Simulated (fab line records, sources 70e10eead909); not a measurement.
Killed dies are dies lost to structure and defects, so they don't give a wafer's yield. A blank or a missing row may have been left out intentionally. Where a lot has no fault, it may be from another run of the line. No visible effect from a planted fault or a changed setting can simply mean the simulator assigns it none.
fab line records	flow nandHarc
record lots=24	wafers=72	lastDay=34
route steps=1302 shown A_STAIRCASE@786 A_SGD_CUT@903 A_SLIT@946 A_WL_FILL@957
lots untouched by any fault: they come from a run of this same line in which no faults occurred
startH: hours from the record's opening day to when the first of the lot's shown wafers began	waitH: hours since the lot's step before	" unchanged from the row above	L1.1+2: several wafers, shown together as one row	- value missing, or start not given	* or withheld: withheld	< > ~ a bound
route shown NAME@n: a module of which the file shows steps, and the number in the route of the first	usual: the fault-free wafers' mean and standard deviation	same: alike in all rows	chamber/n: place in a boat	sites: each site's reading	_std_site: their standard deviation	_edge_site: the outer-site mean with the inner-site mean subtracted	radiusMm: for every site, how far away it sits from the centre of the wafer	mask NAME#n: copy n	behind: the last tool/chamber to shape the wafer	hold: the reason the lot was held/the length of the hold in hours/how it ended	device: the n, p or np transistor that did not switch	end of line: the tests these same wafers got at the end of their route	a step with no rows: only its recipe	killed: count of dies lost to structure and defects at first sort (not the wafer's yield)	map: a wafer's dies, x killed, . not, _ none there
set.NAME: the run value of the setting; set.NAME@STEP: its run value at that earlier step	model.NAME: the simulator's own value behind a step, which no gauge read
route steps across a sampled set of lots; one table per step, one row per wafer
services: the hour from which a tool's chamber was out of use, counted from the record's first day as startH (under 0 if before that day), plus the number of hours and why
## steps
# step NHARC_A_STAIRCASE_HM_OPEN_457
# recipe o2FlowSccm=400	cosFlowSccm=20	arFlowSccm=0	rfW=500	biasW=300	chemistry=O2/COS
# usual drypumpMotorCurrentA=6.0/0.33	oesProductAu=1.001/0.0079	rfVppV=468/3.5	showerheadPlenumPTorr=3.14/0.16	throttleValvePct=28.331/0.0092
lot.wafer	tool	chamber	startH	waitH	drypumpMotorCurrentA	oesProductAu	rfHoursCounterH	rfVppV	showerheadPlenumPTorr	throttleValvePct
L076.3	rieDiel-05	1	-	-	5.5	1.017	46	472	3.29	28.329
L076.2	"	2	"	"	5.3	1.013	46	470	3.23	28.325
L076.6	"	1	"	"	5.5	1.021	-	470	3.29	28.338
L075.1	rieDiel-07	0	-	-	6.0	1.003	26	461	2.90	28.345
L075.3	"	1	"	"	5.7	0.998	24	464	2.95	28.316
L075.4	"	2	"	"	6.0	0.998	23	467	3.09	28.313
L074.4	rieDiel-07	0	-	-	6.1	1.007	28	461	2.90	28.343
L074.2	"	1	"	"	5.7	0.999	26	464	2.95	28.332
L074.3	"	2	"	"	5.9	1.007	24	466	3.09	28.330
L078.1	rieDiel-07	0	-	-	6.1	1.005	43	462	2.89	28.329
L078.4	"	2	"	"	6.0	1.010	-	467	3.08	28.348
L078.5	"	0	"	"	6.1	1.012	-	463	2.89	28.336
L077.2	rieDiel-05	0	-	-	6.2	1.004	0	470	3.24	28.340
L077.3	"	1	"	"	5.5	1.005	0	470	3.29	28.336
L077.6	"	3	"	"	5.5	1.002	-	466	3.07	28.343
L080.4	rieDiel-05	3	-	-	5.5	0.989	2	465	3.07	28.311
L080.3	"	1	"	"	5.5	1.002	1	471	3.29	28.321
L080.5	"	2	"	"	5.3	1.002	-	470	3.22	28.340
L079.1	rieDiel-07	3	-	-	6.1	0.995	41	471	3.29	28.340
L079.4	"	0	"	"	6.1	1.006	47	462	2.89	28.337
L079.6	"	2	"	"	5.9	1.007	-	466	3.08	28.333
L081.2	rieDiel-05	3	-	-	5.5	0.998	9	466	3.07	28.322
L081.3	"	1	"	"	5.5	1.011	8	469	3.28	28.350
L081.6	"	0	"	"	6.2	1.006	-	470	3.23	28.321
L083.4	rieDiel-07	1	-	-	5.7	1.002	46	463	2.94	28.333
L083.3	"	3	"	"	6.2	0.996	54	471	3.29	28.328
L083.6	"	1	"	"	5.7	0.995	-	463	2.94	28.339
L082.1	rieDiel-05	2	-	-	5.3	1.009	12	469	3.22	28.335
L082.6	"	3	"	"	5.5	1.004	-	467	3.07	28.327
L082.5	"	0	"	"	6.2	1.007	-	470	3.23	28.337
L084.3	rieDiel-05	1	-	-	5.5	1.005	15	471	3.28	28.325
L084.4	"	3	"	"	5.5	0.997	16	466	3.06	28.346
L084.6	"	2	"	"	5.3	1.016	-	471	3.21	28.340
L085.3	rieDiel-13	2	-	-	6.3	0.991	40	472	3.35	28.335
L085.5	"	0	"	"	6.5	0.989	-	463	2.96	28.336
L085.6	"	1	"	"	6.4	0.993	-	469	3.23	28.334
L086.2	rieDiel-07	3	-	-	6.2	0.988	4	470	3.28	28.341
L086.6	"	3	"	"	6.2	0.993	-	471	3.28	28.329
L086.4	"	2	"	"	5.9	0.995	-	466	3.07	28.336
L088.2	rieDiel-07	0	-	-	6.1	0.990	8	473	3.37	28.319
L088.3	"	1	"	"	5.7	1.004	6	464	2.93	28.338
L088.5	"	3	"	"	6.1	0.993	-	470	3.28	28.326
L089.4	rieDiel-13	2	-	-	6.3	1.001	50	472	3.35	28.327
L089.2	"	3	"	"	6.1	1.005	50	464	2.94	28.323
L089.3	"	0	"	"	6.5	0.999	49	463	2.96	28.333
L087.2	rieDiel-07	3	-	-	6.1	0.985	10	470	3.28	28.326
L087.5	"	0	"	"	6.1	1.006	-	473	3.37	28.351
L087.6	"	3	"	"	6.1	0.995	-	471	3.28	28.337
L091.2	rieDiel-07	1	-	-	5.7	1.008	12	463	2.93	28.323
L091.4	"	0	"	"	6.1	1.002	-	474	3.36	28.322
L091.5	"	1	"	"	5.7	1.002	-	463	2.93	28.344
L090.1	rieDiel-07	1	-	-	5.7	0.984	14	464	2.93	28.338
L090.3	"	3	"	"	6.2	0.990	17	470	3.28	28.343
L090.2	"	0	"	"	6.1	0.986	17	472	3.36	28.313
L092.2	rieDiel-05	3	-	-	5.5	1.007	41	466	3.05	28.321
L092.4	"	0	"	"	6.2	1.007	42	468	3.22	28.319
L092.5	"	0	"	"	6.2	1.009	-	469	3.22	28.325
L093.2	rieDiel-13	3	-	-	6.1	0.993	4	463	2.94	28.333
L093.1	"	0	"	"	6.4	1.002	4	464	2.95	28.332
L093.4	"	1	"	"	6.4	0.994	4	469	3.22	28.339
L094.4	rieDiel-07	2	-	-	5.9	1.003	6	464	3.07	28.337
L094.1	"	0	"	"	6.1	0.999	37	473	3.35	28.334
L094.2	"	1	"	"	5.7	0.993	35	463	2.92	28.329
L096.4	rieDiel-13	2	-	-	6.2	1.002	15	470	3.34	28.320
L096.2	"	3	"	"	6.1	0.996	17	464	2.93	28.337
L096.6	"	2	"	"	6.3	1.005	-	472	3.34	28.338
L095.2	rieDiel-13	2	-	-	6.3	1.000	17	472	3.33	28.328
L095.4	"	3	"	"	6.1	1.002	19	463	2.93	28.330
L095.5	"	0	"	"	6.5	0.997	-	464	2.95	28.339
L097.2	rieDiel-07	2	-	-	6.0	1.000	20	465	3.06	28.330
L097.4	"	0	"	"	6.0	0.996	50	471	3.35	28.340
L097.6	"	1	"	"	5.7	0.994	-	462	2.91	28.324
# step NHARC_A_STAIRCASE_ETCH_315
# recipe targetDepthA=25000	timeS=607.1	ionEnergyEv=800	c4f8FlowSccm=80	o2FlowSccm=60	arFlowSccm=withheld	rfW=600	biasW=3000	chemistry=C4F8/O2/Ar
# usual oesProductAu=0.932/0.0092	rfVppV=1829/12
# same timeS=607.1
lot.wafer	tool	chamber	startH	waitH	oesProductAu	rfHoursCounterH	rfVppV
L076.2	rieDiel-05	2	-	-	0.930	48	1836
L076.3	"	0	"	"	0.928	50	1837
L076.6	"	3	"	"	0.927	-	1822
L075.1	rieDiel-05	3	-	-	0.918	52	1823
L075.3	"	0	"	"	0.929	51	1835
L075.4	"	2	"	"	0.930	49	1836
L074.3	rieDiel-05	2	-	-	0.938	49	1836
L074.2	"	3	"	"	0.924	53	1822
L074.4	"	0	"	"	0.925	51	1837
L078.1	rieDiel-05	3	-	-	0.940	3	1822
L078.4	"	0	"	"	0.940	2	1836
L078.5	"	2	"	"	0.958	-	1835
L077.2	rieDiel-07	2	-	-	0.953	42	1822
L077.3	"	1	"	"	0.942	36	1813
L077.6	"	3	"	"	0.934	-	1839
L080.4	rieDiel-13	2	-	-	0.932	25	1845
L080.3	"	3	"	"	0.932	26	1813
L080.5	"	3	"	"	0.931	-	1812
L079.1	rieDiel-05	0	-	-	0.924	7	1836
L079.6	"	1	"	"	0.928	-	1838
L079.4	"	2	"	"	0.931	-	1834
L081.2	rieDiel-13	0	-	-	0.931	33	1813
L081.3	"	2	"	"	0.938	32	1845
L081.6	"	1	"	"	0.934	-	1836
L083.4	rieDiel-05	1	-	-	0.928	14	1840
L083.3	"	2	"	"	0.941	16	1836
L083.6	"	1	"	"	0.931	-	1841
L082.1	rieDiel-05	2	-	-	0.927	17	1834
L082.5	"	1	"	"	0.928	-	1840
L082.6	"	2	"	"	0.932	-	1834
L084.4	rieDiel-13	3	-	-	0.944	42	1813
L084.3	"	1	"	"	0.940	43	1836
L084.6	"	3	"	"	0.934	-	1812
L085.3	rieDiel-05	3	-	-	0.931	23	1824
L085.5	"	2	"	"	0.941	-	1834
L085.6	"	3	"	"	0.926	-	1823
L086.2	rieDiel-13	1	-	-	0.935	50	1837
L086.4	"	2	"	"	0.939	52	1845
L086.6	"	0	"	"	0.934	-	1814
L088.3	rieDiel-07	3	-	-	0.926	15	1839
L088.2	"	1	"	"	0.925	12	1811
L088.5	"	3	"	"	0.917	-	1841
L089.2	rieDiel-07	3	-	-	0.923	15	1839
L089.3	"	1	"	"	0.929	13	1809
L089.4	"	1	"	"	0.924	-	1810
L087.2	rieDiel-05	2	-	-	0.931	38	1833
L087.6	"	2	"	"	0.933	-	1833
L087.5	"	3	"	"	0.924	-	1822
L091.4	rieDiel-13	0	-	-	0.917	2	1815
L091.2	"	1	"	"	0.918	2	1836
L091.5	"	2	"	"	0.916	-	1845
L090.3	rieDiel-13	3	-	-	0.931	3	1809
L090.1	"	1	"	"	0.953	3	1835
L090.2	"	2	"	"	0.938	3	1844
L092.2	rieDiel-07	1	-	-	0.914	33	1808
L092.5	"	0	"	"	0.928	-	1844
L092.4	"	3	"	"	0.918	-	1839
L093.2	rieDiel-05	0	-	-	0.936	49	1833
L093.4	"	1	"	"	0.946	49	1838
L093.1	"	2	"	"	0.948	52	1834
L094.4	rieDiel-07	2	-	-	0.943	14	1822
L094.1	"	3	"	"	0.927	45	1839
L094.2	"	0	"	"	0.931	42	1846
L096.2	rieDiel-05	1	-	-	0.934	3	1836
L096.4	"	2	"	"	0.935	3	1832
L096.6	"	3	"	"	0.926	-	1820
L095.4	rieDiel-13	0	-	-	0.927	25	1811
L095.2	"	1	"	"	0.934	24	1833
L095.5	"	3	"	"	0.923	-	1810
L097.4	rieDiel-13	0	-	-	0.924	31	1812
L097.2	"	1	"	"	0.922	31	1835
L097.6	"	0	"	"	0.921	-	1811
# step NHARC_A_STAIRCASE_STRIP_446
# recipe powerW=1500	tempC=250	chemistry=O2
# usual drypumpMotorCurrentA=6.03/0.22	heaterPowerW=353/29
lot.wafer	tool	chamber	startH	waitH	drypumpMotorCurrentA	heaterPowerW	rfHoursCounterH
L075.1	plasmaAsher-01	0	438.08	0.0	5.84	362	17
L075.3	"	0	"	"	5.85	350	-
L075.4	"	1	"	"	5.91	382	-
L076.2	plasmaAsher-02	0	438.22	0.1	6.04	363	1
L076.3	"	1	"	"	6.40	310	-
L076.6	"	0	"	"	6.05	360	-
L074.2	plasmaAsher-02	0	442.95	0.0	6.07	357	2
L074.4	"	0	"	"	6.06	368	-
L074.3	"	1	"	"	6.44	303	-
L078.1	plasmaAsher-02	0	473.35	0.1	6.04	361	8
L078.4	"	0	"	"	6.06	353	-
L078.5	"	0	"	"	6.07	365	-
L077.2	plasmaAsher-01	1	479.36	0.1	5.84	391	26
L077.3	"	1	"	"	5.86	390	-
L077.6	"	1	"	"	5.86	385	-
L080.3	plasmaAsher-02	0	480.51	0.1	6.07	364	-
L080.4	"	1	"	"	6.37	310	-
L080.5	"	1	"	"	6.38	313	-
L079.1	plasmaAsher-01	1	489.70	0.0	5.86	389	29
L079.4	"	1	"	"	5.88	387	-
L079.6	"	0	"	"	5.83	350	-
L081.2	plasmaAsher-01	0	509.48	0.0	5.84	350	33
L081.3	"	1	"	"	5.89	392	-
L081.6	"	1	"	"	5.90	389	-
L083.3	plasmaAsher-01	0	522.85	0.1	5.84	360	-
L083.4	"	1	"	"	5.86	391	-
L083.6	"	1	"	"	5.86	385	-
L082.1	plasmaAsher-02	0	523.06	0.1	6.03	361	20
L082.6	"	1	"	"	6.41	313	-
L082.5	"	0	"	"	6.06	357	-
L084.4	plasmaAsher-01	1	533.30	0.2	5.85	388	-
L084.3	"	0	"	"	5.86	365	-
L084.6	"	1	"	"	5.87	398	-
L085.3	plasmaAsher-01	1	543.65	0.2	5.86	380	-
L085.6	"	0	"	"	5.87	348	-
L085.5	"	1	"	"	5.86	385	-
L086.2	plasmaAsher-02	0	560.20	0.0	6.06	357	27
L086.4	"	1	"	"	6.39	319	-
L086.6	"	1	"	"	6.36	303	-
L088.2	plasmaAsher-02	0	563.55	0.1	6.06	359	27
L088.3	"	1	"	"	6.40	307	-
L088.5	"	1	"	"	6.39	303	-
L089.2	plasmaAsher-01	1	563.68	0.0	5.89	392	5
L089.3	"	1	"	"	5.87	385	-
L089.4	"	0	"	"	5.84	355	-
L087.2	plasmaAsher-01	0	565.26	0.1	5.84	365	5
L087.5	"	1	"	"	5.85	387	-
L087.6	"	0	"	"	5.86	359	-
L091.2	plasmaAsher-01	0	583.46	0.1	5.85	357	9
L091.4	"	0	"	"	5.85	364	-
L091.5	"	1	"	"	5.89	385	-
L090.2	plasmaAsher-02	1	583.65	0.0	6.37	305	32
L090.1	"	0	"	"	6.07	366	32
L090.3	"	1	"	"	6.39	302	-
L093.2	plasmaAsher-01	1	608.55	0.3	5.87	381	15
L093.1	"	0	"	"	5.86	356	15
L093.4	"	1	"	"	5.87	381	-
L092.2	plasmaAsher-01	1	609.43	0.0	5.89	394	15
L092.4	"	0	"	"	5.84	351	-
L092.5	"	1	"	"	5.87	380	-
L094.1	plasmaAsher-02	1	635.85	0.0	6.40	304	4
L094.2	"	0	"	"	6.07	352	4
L094.4	"	1	"	"	6.36	312	-
L096.2	plasmaAsher-02	1	646.04	0.1	6.38	314	6
L096.4	"	0	"	"	6.07	337	-
L096.6	"	1	"	"	6.34	301	-
L095.2	plasmaAsher-02	1	646.27	0.1	6.41	309	7
L095.4	"	0	"	"	6.06	353	-
L095.5	"	0	"	"	6.07	346	-
L097.2	plasmaAsher-01	1	672.23	0.0	5.86	383	29
L097.4	"	1	"	"	5.86	380	-
L097.6	"	1	"	"	5.86	384	-
# step NHARC_A_SGD_CUT_INSPECT_11
# usual rawDefectCount=55/30
lot.wafer	tool	chamber	startH	waitH	rawDefectCount
L075.1	defectInspect-02	-	441.96	0.0	66
L075.3	"	-	"	"	70
L075.4	"	-	"	"	72
L076.2	defectInspect-02	-	442.11	0.0	110
L076.3	"	-	"	"	112
L076.6	"	-	"	"	134
L074.2	defectInspect-02	-	446.33	0.0	63
L074.3	"	-	"	"	52
L074.4	"	-	"	"	58
L078.1	defectInspect-01	-	480.41	0.0	115
L078.4	"	-	"	"	104
L078.5	"	-	"	"	115
L077.2	defectInspect-01	-	482.83	0.0	19
L077.3	"	-	"	"	17
L077.6	"	-	"	"	23
L080.3	defectInspect-02	-	483.82	0.0	50
L080.4	"	-	"	"	59
L080.5	"	-	"	"	73
L079.1	defectInspect-02	-	493.09	0.0	70
L079.4	"	-	"	"	73
L079.6	"	-	"	"	60
L081.2	defectInspect-01	-	513.02	0.0	62
L081.3	"	-	"	"	60
L081.6	"	-	"	"	61
L083.3	defectInspect-01	-	526.25	0.0	76
L083.4	"	-	"	"	76
L083.6	"	-	"	"	95
L082.1	defectInspect-01	-	526.54	0.0	65
L082.5	"	-	"	"	59
L082.6	"	-	"	"	88
L084.3	defectInspect-01	-	536.73	0.0	45
L084.4	"	-	"	"	26
L084.6	"	-	"	"	39
L085.3	defectInspect-01	-	546.94	0.0	66
L085.5	"	-	"	"	67
L085.6	"	-	"	"	62
L086.2	defectInspect-02	-	564.24	0.0	50
L086.4	"	-	"	"	40
L086.6	"	-	"	"	34
L088.2	defectInspect-02	-	567.07	0.0	74
L088.3	"	-	"	"	84
L088.5	"	-	"	"	81
L089.2	defectInspect-01	-	567.23	0.0	40
L089.3	"	-	"	"	55
L089.4	"	-	"	"	55
L087.2	defectInspect-01	-	568.62	0.0	13
L087.5	"	-	"	"	17
L087.6	"	-	"	"	14
L091.2	defectInspect-02	-	586.78	0.0	69
L091.4	"	-	"	"	93
L091.5	"	-	"	"	72
L090.1	defectInspect-01	-	587.15	0.0	15
L090.2	"	-	"	"	16
L090.3	"	-	"	"	19
L093.1	defectInspect-01	-	612.04	0.0	68
L093.2	"	-	"	"	62
L093.4	"	-	"	"	69
L092.2	defectInspect-01	-	612.99	0.0	15
L092.4	"	-	"	"	31
L092.5	"	-	"	"	23
L094.1	defectInspect-02	-	639.39	0.0	72
L094.2	"	-	"	"	67
L094.4	"	-	"	"	55
L096.2	defectInspect-02	-	649.49	0.0	28
L096.4	"	-	"	"	34
L096.6	"	-	"	"	33
L095.2	defectInspect-02	-	649.84	0.0	22
L095.4	"	-	"	"	23
L095.5	"	-	"	"	21
L097.2	defectInspect-02	-	675.67	0.0	9
L097.4	"	-	"	"	5
L097.6	"	-	"	"	5
# step NHARC_A_SLIT_CD_MEAS_21
# usual cdNm=289.3/0.7
lot.wafer	tool	chamber	startH	waitH	cdNm
L076.2	cdSem-01	-	459.86	-	289.9
L076.3	"	-	"	"	290.0
L076.6	"	-	"	"	290.0
L075.1	cdSem-02	-	460.97	-	289.2
L075.3	"	-	"	"	289.3
L075.4	"	-	"	"	288.9
L074.2	cdSem-03	-	465.70	-	288.5
L074.3	"	-	"	"	289.1
L074.4	"	-	"	"	289.2
L080.3	cdSem-03	-	502.02	-	288.3
L080.4	"	-	"	"	288.5
L080.5	"	-	"	"	288.0
L077.2	cdSem-03	-	502.48	-	289.8
L077.3	"	-	"	"	288.4
L077.6	"	-	"	"	288.8
L078.1	cdSem-01	-	506.31	-	289.9
L078.4	"	-	"	"	288.8
L078.5	"	-	"	"	289.8
L079.1	cdSem-02	-	515.23	-	290.0
L079.4	"	-	"	"	289.2
L079.6	"	-	"	"	289.5
L081.2	cdSem-03	-	531.15	-	288.6
L081.3	"	-	"	"	288.5
L081.6	"	-	"	"	289.0
L082.1	cdSem-02	-	545.45	-	289.5
L082.5	"	-	"	"	289.7
L082.6	"	-	"	"	288.5
L083.3	cdSem-02	-	547.63	-	289.3
L083.4	"	-	"	"	288.9
L083.6	"	-	"	"	289.5
L084.3	cdSem-03	-	555.66	-	289.6
L084.4	"	-	"	"	289.6
L084.6	"	-	"	"	289.8
L085.3	cdSem-01	-	565.40	-	289.5
L085.5	"	-	"	"	289.2
L085.6	"	-	"	"	288.7
L088.2	cdSem-02	-	583.07	-	289.6
L088.3	"	-	"	"	290.4
L088.5	"	-	"	"	290.0
L086.2	cdSem-02	-	583.34	-	289.6
L086.4	"	-	"	"	288.2
L086.6	"	-	"	"	288.5
L089.2	cdSem-02	-	586.88	-	290.5
L089.3	"	-	"	"	290.8
L089.4	"	-	"	"	290.0
L087.2	cdSem-03	-	587.51	-	290.1
L087.5	"	-	"	"	290.0
L087.6	"	-	"	"	290.6
L090.1	cdSem-02	-	607.38	-	289.8
L090.2	"	-	"	"	289.3
L090.3	"	-	"	"	289.1
L091.2	cdSem-03	-	607.67	-	289.0
L091.4	"	-	"	"	288.6
L091.5	"	-	"	"	288.2
L092.2	cdSem-01	-	635.43	-	288.5
L092.4	"	-	"	"	289.5
L092.5	"	-	"	"	289.0
L093.1	cdSem-03	-	635.95	-	287.8
L093.2	"	-	"	"	288.3
L093.4	"	-	"	"	288.6
L094.1	cdSem-02	-	660.68	-	288.8
L094.2	"	-	"	"	288.2
L094.4	"	-	"	"	288.8
L095.2	cdSem-02	-	667.71	-	289.4
L095.4	"	-	"	"	288.6
L095.5	"	-	"	"	289.2
L096.2	cdSem-01	-	670.64	-	290.3
L096.4	"	-	"	"	290.3
L096.6	"	-	"	"	290.3
L097.2	cdSem-03	-	693.60	-	289.6
L097.4	"	-	"	"	290.0
L097.6	"	-	"	"	290.0
# step NHARC_A_WL_FILL_ETCHBACK_04
# recipe targetDepthA=600	timeS=120	chemistry=NF3
# usual drypumpMotorCurrentA=5.54/0.29	oesProductAu=0.997/0.0073
# same timeS=120
lot.wafer	tool	chamber	startH	waitH	drypumpMotorCurrentA	oesProductAu	rfHoursCounterH
L076.2	rieMetal-02	1	467.85	0.3	5.17	0.999	0.0
L076.3	"	1	"	"	5.19	0.999	-
L076.6	"	0	"	"	5.67	0.999	-
L075.1	rieMetal-03	0	468.10	0.3	5.55	1.006	2.1
L075.3	"	1	"	"	5.19	1.004	-
L075.4	"	0	"	"	5.59	1.005	-
L074.2	rieMetal-01	0	473.66	0.3	5.93	1.007	1.4
L074.3	"	1	"	"	5.79	0.992	-
L074.4	"	0	"	"	5.96	0.996	-
L077.2	rieMetal-03	1	510.11	0.3	5.19	0.988	2.6
L077.3	"	1	"	"	5.18	0.992	-
L077.6	"	1	"	"	5.20	0.994	-
L080.3	rieMetal-02	1	510.42	0.4	5.17	0.994	-
L080.4	"	1	"	"	5.17	1.003	-
L080.5	"	1	"	"	5.21	1.003	-
L078.1	rieMetal-01	1	514.73	0.3	5.74	0.995	1.9
L078.4	"	1	"	"	5.81	0.992	-
L078.5	"	0	"	"	5.91	1.001	-
L079.1	rieMetal-02	1	523.28	0.3	5.19	0.998	1.5
L079.4	"	1	"	"	5.21	1.006	-
L079.6	"	1	"	"	5.23	1.008	-
L081.2	rieMetal-01	1	539.23	0.4	5.80	0.992	2.6
L081.3	"	1	"	"	5.76	0.997	-
L081.6	"	0	"	"	5.89	1.004	-
L082.1	rieMetal-02	1	553.56	0.4	5.21	0.999	2.3
L082.5	"	0	"	"	5.69	1.003	-
L082.6	"	1	"	"	5.19	1.002	-
L083.4	rieMetal-03	0	555.63	0.3	5.62	0.999	-
L083.3	"	1	"	"	5.19	1.009	-
L083.6	"	0	"	"	5.59	0.995	-
L084.4	rieMetal-01	1	563.78	0.2	5.78	0.998	-
L084.3	"	0	"	"	5.94	0.995	-
L084.6	"	1	"	"	5.80	1.004	-
L085.3	rieMetal-02	1	573.59	0.3	5.19	1.000	-
L085.5	"	1	"	"	5.21	0.999	-
L085.6	"	0	"	"	5.66	0.997	-
L086.2	rieMetal-02	0	591.18	0.3	5.66	0.990	1.5
L086.4	"	0	"	"	5.67	0.992	-
L086.6	"	1	"	"	5.22	1.011	-
L088.2	rieMetal-03	1	591.35	0.4	5.19	0.995	0.5
L088.3	"	1	"	"	5.19	0.987	-
L088.5	"	1	"	"	5.18	0.993	-
L087.2	rieMetal-01	0	594.91	0.3	5.97	0.994	0.3
L087.5	"	0	"	"	5.92	0.998	-
L087.6	"	1	"	"	5.79	0.991	-
L089.2	rieMetal-02	0	595.01	0.3	5.66	1.012	1.9
L089.3	"	1	"	"	5.21	1.005	-
L089.4	"	0	"	"	5.66	1.002	-
L091.2	rieMetal-02	1	615.47	0.3	5.18	0.995	3.7
L091.4	"	1	"	"	5.19	0.994	-
L091.5	"	0	"	"	5.65	0.987	-
L090.1	rieMetal-03	0	615.72	0.3	5.60	0.994	1.1
L090.2	"	1	"	"	5.19	0.986	1.1
L090.3	"	1	"	"	5.19	0.990	-
L093.1	rieMetal-01	0	643.52	0.3	5.90	0.987	1.0
L093.2	"	1	"	"	5.74	1.001	1.0
L093.4	"	1	"	"	5.83	1.002	-
L092.2	rieMetal-03	0	643.84	0.3	5.57	0.988	1.4
L092.4	"	1	"	"	5.18	0.980	-
L092.5	"	0	"	"	5.58	0.992	-
L094.2	rieMetal-03	0	668.67	0.3	5.57	0.994	1.7
L094.1	"	1	"	"	5.17	0.994	1.7
L094.4	"	1	"	"	5.20	0.983	-
L095.2	rieMetal-01	0	675.66	0.3	5.92	0.996	1.5
L095.4	"	0	"	"	5.92	0.999	-
L095.5	"	0	"	"	5.94	1.002	-
L096.2	rieMetal-02	1	678.65	0.3	5.15	0.992	0.7
L096.4	"	0	"	"	5.64	0.990	-
L096.6	"	1	"	"	5.19	0.995	-
L097.2	rieMetal-01	1	701.58	0.3	5.79	1.005	2.0
L097.4	"	0	"	"	5.89	1.012	-
L097.6	"	0	"	"	5.89	0.994	-
## services
tool	chamber	startH	hours	kind
rieDiel-05	3	399.97	5.3	repair
rieDiel-07	1	400.98	15.2	repair
rieDiel-05	-	407.97	9.0	pm
plasmaAsher-02	-	426.73	9.0	pm
rieDiel-05	3	438.00	8.6	repair
rieDiel-05	1	447.27	2.6	repair
rieMetal-02	-	454.00	9.0	pm
rieDiel-07	-	471.39	9.0	pm
plasmaAsher-02	-	475.04	1.4	repair
rieDiel-07	1	497.00	2.0	repair
rieDiel-07	2	505.24	65.9	repair
rieDiel-13	-	521.21	9.0	pm
plasmaAsher-01	-	523.61	9.0	pm
rieDiel-05	-	584.97	9.0	pm
rieDiel-13	-	597.85	0.8	repair
rieDiel-05	2	602.38	11.2	repair
plasmaAsher-02	-	603.81	9.0	pm
rieDiel-07	0	619.56	4.4	repair
rieDiel-07	-	648.39	9.0	pm
plasmaAsher-02	-	657.54	3.0	repair
rieDiel-07	-	674.05	0.3	repair
rieDiel-07	0	691.05	7.6	repair
rieDiel-13	-	698.21	9.0	pm
plasmaAsher-01	-	700.61	9.0	pm
## key
fault none
